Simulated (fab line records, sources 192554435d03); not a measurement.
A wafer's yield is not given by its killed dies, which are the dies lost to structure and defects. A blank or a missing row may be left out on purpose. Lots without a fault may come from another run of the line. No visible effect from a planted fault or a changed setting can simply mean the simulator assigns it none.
Split-lot trial	flow n5_finfet	on a route of 1938 steps: 7 lots, 39 wafers read

ABOUT THE SPLIT
At N5_BEOL_M0_SAQP_SPACER2_ALD_26 (deposits SiO2, target thk 15 nm, pulse time 1 s, purge time 2 s), the setting target_thk_a was moved away from the recipe's 150 angstrom on 9 of the 39 wafers read, by -52.9% to +30.1%. This setting was run at the recipe's value on the other wafers.

FROM THE SPLIT TO THE READING: what the file shows between them, 2 steps
- N5_BEOL_M0_SAQP_SPACER2_ETCHBACK_27: etches SiO2 in CHF3/O2, target depth 22.5 nm, time 11.25 s
- N5_BEOL_M0_SAQP_MANDREL2_REMOVE_110: chemistry HBr/Cl2/O2, target a-Si, stops on SiCN, bt time 10 s

THE READING
At N5_BEOL_M0_SAQP_CD_MEAS_29: cd_nm in nanometres, against a target cd of 14.4 nm. A value of 14.97 nm with a standard deviation of 0.23 nm is what fault-free wafers of this fab line usually give.

wafer	tool, chamber at the split	target_thk_a as run, angstrom	against the recipe	cd_nm, nm	against lot-mates on the recipe
L074.1	ald_sin-02, 3	195.1	+30.1%	19.00	+4.05
L074.2	ald_sin-02, 2,0	195.1	+30.1%	19.50	+4.55
L074.3	ald_sin-02, 1,2,1	150	recipe	15.00	-
L074.4	ald_sin-02, 2,0	195.1	+30.1%	19.64	+4.69
L074.5	ald_sin-02, 1,2,1	150	recipe	14.89	-
L074.6	ald_sin-02, 1,2,1	150	recipe	14.95	-
L078.1	ald_sin-02, 3,1,2	96.59	-35.6%	9.40	-5.80
L078.2	ald_sin-02, 0,2,1	150	recipe	15.17	-
L078.3	ald_sin-02, 3,1,2	96.59	-35.6%	9.49	-5.71
L078.4	ald_sin-02, 0,2,1	150	recipe	15.24	-
L078.5	ald_sin-02, 0,2,1	150	recipe	15.19	-
L078.6	ald_sin-02, 3,1,2	96.59	-35.6%	9.70	-5.50
L080.1	ald_sin-04, 3,2,0,1,2,1	150	recipe	15.17	-
L080.2	ald_sin-04, 3,2,0,1,2,1	150	recipe	15.38	-
L080.3	ald_sin-04, 3,2,0,1,2,1	150	recipe	15.04	-
L080.4	ald_sin-04, 3,2,0,1,2,1	150	recipe	14.98	-
L080.5	ald_sin-04, 3,2,0,1,2,1	150	recipe	15.15	-
L080.6	ald_sin-04, 3,2,0,1,2,1	150	recipe	15.33	-
L081.2	ald_sin-03, 3,1,2	150	recipe	14.99	-
L081.5	ald_sin-03, 3,1,2	150	recipe	14.90	-
L081.6	ald_sin-03, 3,1,2	150	recipe	15.05	-
L084.1	ald_sin-02, 3,1,2,1,2	150	recipe	15.05	-
L084.2	ald_sin-02, 3,1,2,1,2	150	recipe	15.08	-
L084.3	ald_sin-02, 3,1,2,1,2	150	recipe	14.59	-
L084.4	ald_sin-02, 3	150	recipe	14.97	-
L084.5	ald_sin-02, 3,1,2,1,2	150	recipe	14.75	-
L084.6	ald_sin-02, 3,1,2,1,2	150	recipe	14.80	-
L088.1	ald_sin-03, 1,0,0	150	recipe	15.06	-
L088.2	ald_sin-03, 3,1	70.69	-52.9%	6.66	-8.29
L088.3	ald_sin-03, 1,0,0	150	recipe	15.00	-
L088.4	ald_sin-03, 2	70.69	-52.9%	7.26	-7.69
L088.5	ald_sin-03, 3,1	70.69	-52.9%	7.27	-7.68
L088.6	ald_sin-03, 1,0,0	150	recipe	14.80	-
L090.1	ald_sin-03, 1,0,2,3,0	150	recipe	14.65	-
L090.2	ald_sin-03, 1,0,2,3,0	150	recipe	15.03	-
L090.3	ald_sin-03, 1,0,2,3,0	150	recipe	15.24	-
L090.4	ald_sin-03, 1,0,2,3,0	150	recipe	14.83	-
L090.5	ald_sin-03, 1,0,2,3,0	150	recipe	14.93	-
L090.6	ald_sin-03, 1	150	recipe	14.62	-
Rows listing several chambers each stand for several wafers; the file does not say which wafer went through which chamber.

FIT RESULTS
A straight line over all 39 wafers: cd_nm changes by +0.15 nm for each +1% of target_thk_a; r = +1.00; the points scatter about the line by 0.22 nm.
The same after taking each lot's own level away (the mean of its wafers on the recipe; 39 wafers): +0.151 nm for each +1%; r = +1.00; scatter 0.2 nm.
That fit puts the effect of the largest move of target_thk_a on the reading at 8 nm.
Across the lots, their own levels run from 14.873 to 15.200 nm, a range of 1.4 times the standard deviation given above.
The two slopes agree, so the slope changes little with the lot-to-lot level.
Check: with one of the wafers moved furthest among these (-52.9%) left out of the fit, the line predicts -7.95 nm for it against its lot-mates. Against them it came out at -8.29 nm.

THE WHOLE CHAIN: every reading that the file lists as answering this split, in the file's order
step	what it does	reading	change (the file's fit)	r (the file's)
N5_BEOL_M0_SAQP_SPACER2_ALD_26	deposits SiO2, target thk 15 nm, pulse time 1 s, purge time 2 s	SiO2_of_BEOL_M0_SAQP_SPACER2_ALD_26.thk_nm (the simulator's own value, which no gauge read)	+0.151 nm for each +1% of the setting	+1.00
N5_BEOL_M0_SAQP_MANDREL2_REMOVE_110	chemistry HBr/Cl2/O2, target a-Si, stops on SiCN, bt time 10 s	BEOL_M0_SAQP.cd_nm (the simulator's own value, which no gauge read)	+0.149 nm for each +1% of the setting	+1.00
N5_BEOL_M0_SAQP_MANDREL2_REMOVE_110	chemistry HBr/Cl2/O2, target a-Si, stops on SiCN, bt time 10 s	SiO2_of_BEOL_M0_SAQP_SPACER2_ALD_26.thk_nm (the simulator's own value, which no gauge read)	+0.145 nm for each +1% of the setting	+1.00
N5_BEOL_M0_SAQP_CD_MEAS_29	target cd 14.4 nm	cd_nm	+0.151 nm for each +1% of the setting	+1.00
N5_BEOL_M0_CUTY_ETCH_63	etches SOC in N2/H2, target depth 82.7 nm, overetch 16.5 nm, time 124 s	SiO2_of_BEOL_M0_SAQP_SPACER2_ALD_26.thk_nm (the simulator's own value, which no gauge read)	+0.121 nm for each +1% of the setting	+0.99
N5_BEOL_M0_ETCH_138	etches SiCN in CH3F/O2, target depth 12 nm, time 31.6 s	SiO2_of_BEOL_M0_SAQP_SPACER2_ALD_26.thk_nm (the simulator's own value, which no gauge read)	+0.1 nm for each +1% of the setting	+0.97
N5_BEOL_M0_HM_OPEN_105	chemistry Cl2/BCl3, target TiN, target depth 12 nm	SiO2_of_BEOL_M0_SAQP_SPACER2_ALD_26.thk_nm (the simulator's own value, which no gauge read)	not straight: 0.4 at the lowest setting, 2.667 at the recipe, 7.267 at the highest	not given

FILE'S OWN FIT
cd_nm changes by +0.151 nm for each +1% of target_thk_a, r = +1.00.
